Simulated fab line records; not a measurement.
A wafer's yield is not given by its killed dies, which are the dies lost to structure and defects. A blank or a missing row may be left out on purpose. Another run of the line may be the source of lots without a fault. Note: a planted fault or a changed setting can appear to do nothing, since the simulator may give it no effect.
fab line records | flow n5-finfet | part 2 of 2: steps 26 to 38 of 38
record lots=5 wafers=15 last-day=18
route steps=1938 shown BEOL_M12@1650 BEOL_M13@1659
lots untouched by any fault: they come from a run of this same line in which no faults occurred
start-h: start of the lot's first displayed wafer, in hours after the record's first day | wait-h: hours elapsed since this lot's preceding step | " identical to the entry in the row above | L1.1+2: several wafers, shown together as one row | - no value present, or no start provided | * or withheld: withheld | < > ~ a bound
route shown NAME@n: names a module that has steps shown in the file, with the first one's number in the route | usual: average and standard deviation across the fault-free wafers | same: alike in all rows | chamber/n: place in a boat | sites: each site's reading | _std_site: how widely they spread, as a standard deviation | _edge_site: inner sites' mean taken away from outer sites' mean | radius-mm: for every site, how far away it sits from the centre of the wafer | mask NAME#n: copy n | behind: tool/chamber where the wafer was last shaped | hold: the reason the lot was held/the length of the hold in hours/how it ended | device: transistor that didn't switch, given as n, p or np | end of line: at the end of the route, the tests of the same wafers | a step given without rows: its recipe and nothing more | killed: dies that structure and defects cost at the first sort, which is not the same as the wafer's yield | map: the dies of a wafer, with x for killed, . for not killed, _ for no die there
set.NAME: setting as actually run; set.NAME@STEP: the setting as run at that earlier step | model.NAME: the simulator's own value behind a step, which no gauge read
a table for each step, a row for each wafer; lots at some steps of the route
services: from which hour (start-h, from the record's first day; less than 0 if before it) a tool's chamber was out of use, for how many hours, and why
## steps
# step N5_BEOL_M13_STRIP_63
# recipe chemistry=N2/H2 power-w=1000 temp-c=250 h2-frac=0.65 overash-fraction=0.3 pressure-mtorr=1000 n2-flow-sccm=1750 h2-flow-sccm=3250
# usual drypump-motor-current-A=5.37/0.22 heater-power-w=307/25 oes-product-au=0.674/0.0048 strip-time-to-endpoint-s=27.5/1.2
# columns lot.wafer tool chamber start-h wait-h drypump-motor-current-A heater-power-w oes-product-au rf-hours-counter-h strip-time-to-endpoint-s
L084.2 plasma-asher-01 0 296.65 - 5.64 280 0.678 87 28.3
L084.4 " 1 " " 5.34 331 0.668 - 26.6
L084.6 " 0 " " 5.69 278 0.664 - 26.1
L089.2 plasma-asher-01 1 332.71 - 5.36 339 0.679 97 29.0
L089.3 " 1 " " 5.33 338 0.671 - 27.7
L089.5 " 0 " " 5.63 278 0.682 - 28.5
L091.1 plasma-asher-02 1 342.22 - 5.37 297 0.675 131 27.8
L091.3 " 0 " " 5.01 311 0.669 - 27.3
L091.4 " 1 " " 5.37 291 0.668 - 26.8
L096.1 plasma-asher-01 1 374.97 - 5.34 338 0.680 106 30.0
L096.2 " 0 " " 5.65 287 0.684 106 29.6
L096.5 " 0 " " 5.61 281 0.675 - 28.3
L097.1 plasma-asher-01 1 393.00 - 5.33 336 0.676 110 28.5
L097.4 " 1 " " 5.32 339 0.672 - 28.1
L097.6 " 1 " " 5.31 336 0.680 - 28.0
# step N5_BEOL_M13_STRIP_64
# recipe chemistry=N2/H2 power-w=1000 temp-c=250 h2-frac=0.65 overash-fraction=0.3 pressure-mtorr=withheld n2-flow-sccm=1750 h2-flow-sccm=3250
# usual drypump-motor-current-A=5.38/0.22 heater-power-w=307/25 oes-product-au=0.716/0.0047 strip-time-to-endpoint-s=31.28/0.067
# columns lot.wafer tool chamber start-h wait-h drypump-motor-current-A heater-power-w oes-product-au rf-hours-counter-h strip-time-to-endpoint-s
L084.2 plasma-asher-01 0 296.71 0.0 5.64 273 0.725 88 31.20
L084.4 " 1 " " 5.35 342 0.721 - 31.22
L084.6 " 0 " " 5.62 281 0.709 - 31.28
L089.2 plasma-asher-01 1 332.77 0.0 5.35 340 0.712 97 31.28
L089.3 " 1 " " 5.33 347 0.720 - 31.31
L089.5 " 0 " " 5.64 283 0.716 - 31.33
L091.1 plasma-asher-02 1 342.28 0.0 5.39 291 0.719 131 31.27
L091.3 " 0 " " 4.99 311 0.712 - 31.32
L091.4 " 1 " " 5.40 288 0.715 - 31.35
L096.1 plasma-asher-01 1 375.03 0.0 5.36 336 0.710 106 31.32
L096.2 " 0 " " 5.65 274 0.719 106 31.30
L096.5 " 0 " " 5.67 277 0.713 - 31.35
L097.1 plasma-asher-01 1 393.06 0.0 5.34 340 0.714 110 31.34
L097.4 " 1 " " 5.33 343 0.716 - 31.26
L097.6 " 1 " " 5.35 339 0.712 - 31.26
# step N5_BEOL_M13_STRIP_71
# recipe chemistry=post-etch-residue-remover time-s=60 temp-c=25 remover-ph=withheld remover-water-wt-pct=withheld remover-fluoride-wt-pct=withheld
# columns lot.wafer tool chamber start-h wait-h
L084.2+4+6 wet-bench-03 5,6,0 296.80 0.1
L089.2+3+5 wet-bench-03 2,0,4 332.86 0.1
L091.1+3+4 wet-bench-04 1,0,4 342.37 0.1
L096.1+2+5 wet-bench-04 2,4,0 375.12 0.1
L097.1+4+6 wet-bench-03 0,4,7 393.15 0.1
# step N5_BEOL_M13_SRD_72
# recipe time-s=30 temp-c=23 rinse-liquid=diw dry=n2-spin spin-rpm=1500 dry-time-s=30
# usual bath-heat-duty-pct=3.7/0.54
# columns lot.wafer tool chamber start-h wait-h bath-heat-duty-pct
L084.2 wet-bench-03 5 296.82 0.0 3.6
L084.4 " 6 " " 3.1
L084.6 " 0 " " 3.7
L089.2 wet-bench-03 2 332.88 0.0 4.1
L089.3 " 0 " " 4.0
L089.5 " 4 " " 3.4
L091.1 wet-bench-04 1 342.39 0.0 3.5
L091.3 " 0 " " 3.6
L091.4 " 4 " " 3.5
L096.1 wet-bench-04 2 375.14 0.0 3.9
L096.2 " 4 " " 4.7
L096.5 " 0 " " 3.3
L097.1 wet-bench-03 0 393.17 0.0 3.7
L097.4 " 4 " " 3.7
L097.6 " 7 " " 3.2
# step N5_BEOL_M13_CD_MEAS_17
# recipe target-cd-nm=190 polarity=opening
# usual cd-nm=190.2/2
# columns lot.wafer tool chamber start-h wait-h cd-nm
L084.2 cd-sem-02 - 296.87 0.0 185.2
L084.4 " - " " 186.3
L084.6 " - " " 186.2
L089.2 cd-sem-03 - 332.92 0.0 187.6
L089.3 " - " " 188.8
L089.5 " - " " 187.8
L091.1 cd-sem-02 - 342.43 0.0 188.9
L091.3 " - " " 187.9
L091.4 " - " " 189.5
L096.1 cd-sem-02 - 375.18 0.0 189.0
L096.2 " - " " 188.5
L096.5 " - " " 188.7
L097.1 cd-sem-02 - 393.20 0.0 188.0
L097.4 " - " " 189.3
L097.6 " - " " 189.2
# step N5_BEOL_M13_COAT_65
# recipe resist=SOC temp-c=250 time-s=60 spin-rpm=1500 resist-thk-nm=350
# columns lot.wafer tool chamber start-h wait-h
L084.2+4+6 litho-track-03 0 296.90 0.0
L089.2+3+5 litho-track-03 0 332.96 0.0
L091.1+3+4 litho-track-03 0 342.47 0.0
L096.1+2+5 litho-track-03 0 375.21 0.0
L097.1+4+6 litho-track-02 0 393.24 0.0
# step N5_BEOL_M13_COAT_66
# recipe resist=SiARC temp-c=220 time-s=60 spin-rpm=1500 resist-thk-nm=110
# columns lot.wafer tool chamber start-h wait-h
L084.2+4+6 litho-track-03 0 - -
L089.2+3+5 litho-track-03 0 - -
L091.1+3+4 litho-track-03 0 - -
L096.1+2+5 litho-track-03 0 - -
L097.1+4+6 litho-track-02 0 - -
# step N5_BEOL_M13_COAT_22
# recipe spin-rpm=2888 resist-thk-nm=300
# columns lot.wafer tool chamber start-h wait-h
L084.2+4+6 litho-track-03 0 - -
L089.2+3+5 litho-track-03 0 - -
L091.1+3+4 litho-track-03 0 - -
L096.1+2+5 litho-track-03 0 - -
L097.1+4+6 litho-track-02 0 - -
# step N5_BEOL_M13_EBR_24
# recipe solvent=PGMEA ebr-width-mm=1.5
# columns lot.wafer tool chamber start-h wait-h
L084.2+4+6 litho-track-03 0 - -
L089.2+3+5 litho-track-03 0 - -
L091.1+3+4 litho-track-03 0 - -
L096.1+2+5 litho-track-03 0 - -
L097.1+4+6 litho-track-02 0 - -
# step N5_BEOL_M13_SOFTBAKE_23
# recipe temp-c=130 time-s=60
# columns lot.wafer tool chamber start-h wait-h
L084.2+4+6 litho-track-03 0 - -
L089.2+3+5 litho-track-03 0 - -
L091.1+3+4 litho-track-03 0 - -
L096.1+2+5 litho-track-03 0 - -
L097.1+4+6 litho-track-02 0 - -
# step N5_BEOL_M13_EXPOSE_25
# recipe mask-id=M13 na=0.93 source-shape=conventional sigma-outer=0.4 polarization=unpolarized target-cd-nm=210 dose-mj=22
# same na=0.93
# columns lot.wafer tool chamber start-h wait-h mask
L084.2+4+6 krf-scanner-01 0 297.03 - M13#0
L089.2+3+5 krf-scanner-01 0 333.20 - M13#0
L091.1+3+4 krf-scanner-02 0 342.58 - M13#0
L096.1+2+5 krf-scanner-02 0 375.33 - M13#0
L097.1+4+6 krf-scanner-01 0 393.48 - M13#0
# step N5_BEOL_M13_PEB_26
# recipe peb-temp-c=130 peb-time-s=90
# columns lot.wafer tool chamber start-h wait-h
L084.2+4+6 litho-track-02 0 297.08 0.0
L089.2+3+5 litho-track-02 0 333.26 0.0
L091.1+3+4 litho-track-02 0 342.64 0.1
L096.1+2+5 litho-track-03 0 375.39 0.1
L097.1+4+6 litho-track-05 0 393.54 0.1
# step N5_BEOL_M13_DEVELOP_27
# recipe develop-time-s=45 rinse-liquid=diw dry=air-spin dev-temp-c=21
# columns lot.wafer tool chamber start-h wait-h
L084.2+4+6 litho-track-02 0 - -
L089.2+3+5 litho-track-02 0 - -
L091.1+3+4 litho-track-02 0 - -
L096.1+2+5 litho-track-03 0 - -
L097.1+4+6 litho-track-05 0 - -
## services
# columns tool chamber start-h hours kind
krf-scanner-02 - 278.36 4.4 pm
pecvd-01 1 279.98 6.5 repair
cmp-02 - 283.57 2.2 repair
krf-scanner-01 - 287.41 0.8 pm
pecvd-01 0 287.45 3.9 repair
pecvd-02 - 290.07 1.3 repair
krf-scanner-01 - 294.10 1.0 pm
cmp-02 - 298.87 3.1 repair
rie-diel-01 1 305.80 8.6 repair
ecd-cu-02 - 306.76 1.1 repair
plasma-asher-02 - 312.37 4.3 pm
pecvd-04 - 315.53 0.6 repair
cmp-02 - 320.60 7.2 pm
plasma-asher-02 - 323.41 2.8 repair
krf-scanner-02 - 330.73 1.0 pm
cmp-02 - 334.81 0.5 repair
pvd-sputter-01 - 335.20 1.6 repair
rie-diel-03 1 336.61 1.6 repair
cmp-02 - 341.57 5.1 pm
pecvd-01 1 343.01 16.8 repair
krf-scanner-01 - 353.77 3.1 repair
ecd-cu-02 - 366.17 8.6 repair
cmp-02 - 371.96 0.2 repair
rie-diel-03 2 383.66 6.4 repair
